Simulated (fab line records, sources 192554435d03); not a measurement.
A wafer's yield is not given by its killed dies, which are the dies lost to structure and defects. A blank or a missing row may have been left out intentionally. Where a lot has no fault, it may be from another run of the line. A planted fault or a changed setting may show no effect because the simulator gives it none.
What tool caused it? ; flow n5-finfet ; Sampling: 24 lots, 72 wafers, 5 of 1938 route steps

WHAT EACH GAUGE READ, for each wafer
N5_BEOL_M9_INSPECT_58: inspects for defects (darkfield).
lot;measured;on;raw-defect-count
L074;day 11 12:33;defect-inspect-01;54 91 40
L076;day 11 16:20;defect-inspect-02;38 87 77
L075;day 11 16:43;defect-inspect-01;119 91 62
L079;day 11 19:14;defect-inspect-02;99 90 61
L081;day 12 00:20;defect-inspect-02;64 51 61
L082;day 12 01:58;defect-inspect-02;53 47 62
L077;day 12 03:02;defect-inspect-02;50 54 74
L080;day 12 05:38;defect-inspect-02;95 42 61
L078;day 13 06:22;defect-inspect-02;64 121 57
L083;day 13 13:20;defect-inspect-02;64 54 88
L084;day 13 13:37;defect-inspect-02;65 48 47
L085;day 13 14:55;defect-inspect-01;107 101 122
L086;day 13 15:04;defect-inspect-01;67 80 108
L089;day 14 14:22;defect-inspect-01;75 115 128
L088;day 14 15:10;defect-inspect-01;145 75 127
L087;day 14 16:16;defect-inspect-02;72 131 52
L090;day 14 17:02;defect-inspect-02;61 41 58
L091;day 15 06:13;defect-inspect-02;58 62 73
L092;day 15 09:17;defect-inspect-02;107 63 75
L093;day 15 14:23;defect-inspect-02;102 74 82
L094;day 15 16:02;defect-inspect-02;118 72 110
L095;day 16 01:20;defect-inspect-01;84 73 124
L096;day 16 15:20;defect-inspect-02;54 52 49
L097;day 16 15:02;defect-inspect-02;102 96 106

N5_BEOL_M10_CD_MEAS_18: pitch 140 nm, target cd 70 nm.
lot;measured;on;cd-nm (nm)
L074;day 11 14:35;cd-sem-03;70.3 69.5 70.6
L076;day 11 19:43;cd-sem-02;68.5 69.1 70.3
L075;day 11 19:51;cd-sem-03;69.8 68.6 69.3
L079;day 11 21:54;cd-sem-03;70.9 69.5 69.9
L081;day 12 04:49;cd-sem-02;69.7 70.1 70.4
L082;day 12 04:59;cd-sem-03;70.5 70.1 71.1
L077;day 12 05:01;cd-sem-02;70.7 70.3 69.3
L080;day 12 08:10;cd-sem-01;70.1 69.1 69.5
L078;day 13 08:49;cd-sem-03;69.1 69.6 69.3
L083;day 13 17:14;cd-sem-03;70.5 70.4 70.0
L084;day 13 17:31;cd-sem-01;68.8 70.0 69.8
L085;day 13 17:31;cd-sem-03;69.4 70.3 69.5
L086;day 13 17:40;cd-sem-03;68.9 69.1 70.8
L089;day 14 17:10;cd-sem-02;70.9 70.4 69.6
L088;day 14 17:47;cd-sem-03;68.6 69.7 69.2
L087;day 14 19:46;cd-sem-01;70.6 70.1 70.1
L090;day 14 20:38;cd-sem-01;69.7 68.9 70.1
L091;day 15 08:58;cd-sem-03;69.8 69.4 69.5
L092;day 15 12:36;cd-sem-02;70.1 68.9 69.0
L093;day 15 16:14;cd-sem-03;70.2 69.4 70.0
L094;day 15 20:41;cd-sem-03;69.6 70.1 69.2
L095;day 16 04:20;cd-sem-03;71.5 69.7 69.5
L096;day 16 19:38;cd-sem-02;71.4 70.1 69.9
L097;day 16 19:36;cd-sem-03;70.2 69.2 70.0

N5_BEOL_M10_INSPECT_30: inspects for defects (brightfield).
lot;measured;on;raw-defect-count
L074;day 11 17:55;defect-inspect-01;430 487 305
L076;day 11 20:11;defect-inspect-02;337 426 436
L075;day 11 20:22;defect-inspect-01;492 463 441
L079;day 11 23:21;defect-inspect-01;462 447 492
L081;day 12 06:30;defect-inspect-01;491 328 553
L082;day 12 06:10;defect-inspect-02;371 392 265
L077;day 12 06:20;defect-inspect-01;333 389 401
L080;day 12 10:04;defect-inspect-01;521 372 312
L078;day 13 10:46;defect-inspect-02;406 575 430
L083;day 13 21:28;defect-inspect-02;421 437 318
L084;day 13 20:01;defect-inspect-01;343 352 321
L085;day 13 21:38;defect-inspect-02;398 466 411
L086;day 13 21:17;defect-inspect-01;453 512 460
L089;day 14 18:38;defect-inspect-02;470 566 446
L088;day 14 18:47;defect-inspect-02;717 439 446
L087;day 14 20:22;defect-inspect-02;396 420 475
L090;day 14 23:19;defect-inspect-02;267 272 272
L091;day 15 10:57;defect-inspect-02;387 385 412
L092;day 15 13:40;defect-inspect-01;514 474 486
L093;day 15 19:22;defect-inspect-01;523 449 502
L094;day 15 22:41;defect-inspect-02;690 443 627
L095;day 16 05:07;defect-inspect-02;323 387 457
L096;day 16 21:29;defect-inspect-02;505 575 492
L097;day 16 21:38;defect-inspect-02;450 412 488

EACH LOT AND THE TOOL THAT RAN IT (in order: tool; ch and the chambers of the sampled wafers; start)
lot;N5_BEOL_M8_STRIP_80;N5_BEOL_M9_PRE_CLEAN_45
L074;rie-diel-01 ch 1,2, day 11 08:18 or earlier;pvd-sputter-03, day 11 08:18
L076;rie-diel-06 ch 0,2, day 11 13:00 or earlier;pvd-sputter-03, day 11 13:00
L075;rie-diel-06 ch 0,1,2, day 11 13:28 or earlier;pvd-sputter-03, day 11 13:28
L079;rie-diel-06 ch 1,2, day 11 17:32 or earlier;pvd-sputter-03, day 11 17:32
L081;rie-diel-03 ch 0,1,2, day 11 21:15 or earlier;pvd-sputter-02, day 11 21:15
L082;rie-diel-01 ch 1,2, day 11 21:47 or earlier;pvd-sputter-02, day 11 21:47
L077;rie-diel-03 ch 0,1,3, day 12 00:46 or earlier;pvd-sputter-03, day 12 00:46
L080;rie-diel-06 ch 0,2, day 12 04:01 or earlier;pvd-sputter-01, day 12 04:01
L078;rie-diel-06 ch 0,1, day 13 04:41 or earlier;pvd-sputter-02, day 13 04:41
L083;rie-diel-06 ch 0,3, day 13 11:41 or earlier;pvd-sputter-03, day 13 11:41
L084;rie-diel-03 ch 1,2, day 13 11:46 or earlier;pvd-sputter-03, day 13 11:46
L085;rie-diel-06 ch 0,2,3, day 13 12:34 or earlier;pvd-sputter-03, day 13 12:34
L086;rie-diel-01 ch 2,3, day 13 12:43 or earlier;pvd-sputter-02, day 13 12:43
L089;rie-diel-03 ch 0,2,3, day 14 11:17 or earlier;pvd-sputter-02, day 14 11:17
L088;rie-diel-01 ch 0,1,2, day 14 13:35 or earlier;pvd-sputter-03, day 14 13:35
L087;rie-diel-03 ch 2,3, day 14 14:39 or earlier;pvd-sputter-01, day 14 14:39
L090;rie-diel-03 ch 0,2,3, day 14 15:07 or earlier;pvd-sputter-02, day 14 15:07
L091;rie-diel-06 ch 0,1,2, day 15 03:47 or earlier;pvd-sputter-03, day 15 03:47
L092;rie-diel-01 ch 0,2, day 15 07:32 or earlier;pvd-sputter-02, day 15 07:32
L093;rie-diel-03 ch 2,3, day 15 12:12 or earlier;pvd-sputter-03, day 15 12:12
L094;rie-diel-06 ch 1,2,3, day 15 14:26 or earlier;pvd-sputter-02, day 15 14:26
L095;rie-diel-03 ch 0,2,3, day 15 23:48 or earlier;pvd-sputter-02, day 15 23:48
L096;rie-diel-03 ch 1,2,3, day 16 13:38 or earlier;pvd-sputter-01, day 16 13:38
L097;rie-diel-01 ch 1,2, day 16 13:28 or earlier;pvd-sputter-02, day 16 13:28
- N5_BEOL_M8_STRIP_80: strips in N2/H2, time 10 s.
- N5_BEOL_M9_PRE_CLEAN_45: time 30 s.

WHAT THE TOOLS THEMSELVES READ (means of the sampled wafers that have a number; where no wafer has one, the mark that the record gives instead)
N5_BEOL_M8_STRIP_80.
lot;tool;drypump-motor-current-A (A);oes-product-au (a.u.);rf-vpp-V (V);showerhead-plenum-p-Torr (Torr);throttle-valve-pct (%)
L074;rie-diel-01;6.0;0.88;60.1;2.46;23.5
L076;rie-diel-06;5.2;0.84;59.7;2.53;23.7
L075;rie-diel-06;5.5;0.78;59.5;2.50;23.6
L079;rie-diel-06;5.5;0.75;59.6;2.51;23.8
L081;rie-diel-03;5.6;0.84;59.5;2.57;23.5
L082;rie-diel-01;6.1;0.88;59.7;2.46;23.3
L077;rie-diel-03;5.6;0.78;59.3;2.52;23.6
L080;rie-diel-06;5.5;0.80;59.0;2.47;23.5
L078;rie-diel-06;5.7;0.73;58.7;2.44;23.4
L083;rie-diel-06;5.9;0.88;59.1;2.47;23.5
L084;rie-diel-03;5.9;0.88;59.3;2.62;23.2
L085;rie-diel-06;5.5;0.85;58.5;2.49;23.6
L086;rie-diel-01;5.9;0.83;58.8;2.45;23.5
L089;rie-diel-03;5.6;0.78;59.2;2.56;23.9
L088;rie-diel-01;5.7;0.86;58.9;2.46;23.6
L087;rie-diel-03;5.8;0.85;59.7;2.65;23.8
L090;rie-diel-03;5.6;0.78;59.5;2.56;23.9
L091;rie-diel-06;5.5;0.83;58.4;2.48;23.6
L092;rie-diel-01;5.5;0.84;58.5;2.45;23.7
L093;rie-diel-03;5.8;0.84;59.8;2.65;23.8
L094;rie-diel-06;5.5;0.88;58.5;2.50;23.7
L095;rie-diel-03;5.6;0.76;59.7;2.55;23.9
L096;rie-diel-03;5.9;0.81;58.7;2.60;23.6
L097;rie-diel-01;6.1;0.81;60.6;2.44;23.4

N5_BEOL_M9_PRE_CLEAN_45.
lot;tool;heater-power-w (W)
L074;pvd-sputter-03;364
L076;pvd-sputter-03;335
L075;pvd-sputter-03;350
L079;pvd-sputter-03;361
L081;pvd-sputter-02;330
L082;pvd-sputter-02;324
L077;pvd-sputter-03;357
L080;pvd-sputter-01;298
L078;pvd-sputter-02;318
L083;pvd-sputter-03;349
L084;pvd-sputter-03;367
L085;pvd-sputter-03;348
L086;pvd-sputter-02;328
L089;pvd-sputter-02;321
L088;pvd-sputter-03;346
L087;pvd-sputter-01;321
L090;pvd-sputter-02;334
L091;pvd-sputter-03;331
L092;pvd-sputter-02;315
L093;pvd-sputter-03;361
L094;pvd-sputter-02;320
L095;pvd-sputter-02;319
L096;pvd-sputter-01;300
L097;pvd-sputter-02;335

THE ANSWER, worked out from the rows above alone
Rule: what is usual is taken from the lots themselves. The widest of any qualifying gaps counts: lots, ordered by their means at a reading, are off when they make up no more than a third of the lots, leave a main group of 4 or more, and stand apart from it by 3 or more times the standard deviation of that group's means. A main group is skipped when, at the precision printed for the reading in the tables above, its means are all equal. Also off: a lot with no number at a reading for which 4 or more lots have one. Where the step has rows for the other lots, those lots are counted as sound. Order of review: gauges by route order, followed by the tools' own readings, for which a lot's mean as printed above is used. The first step at which some lot is off is used, and at that step the reading that is off furthest; a lot without a number counts as furthest.
Nothing can be told from this: no lot is off at any reading shown.

WHAT HAD BEEN PUT IN BY THE SIMULATOR
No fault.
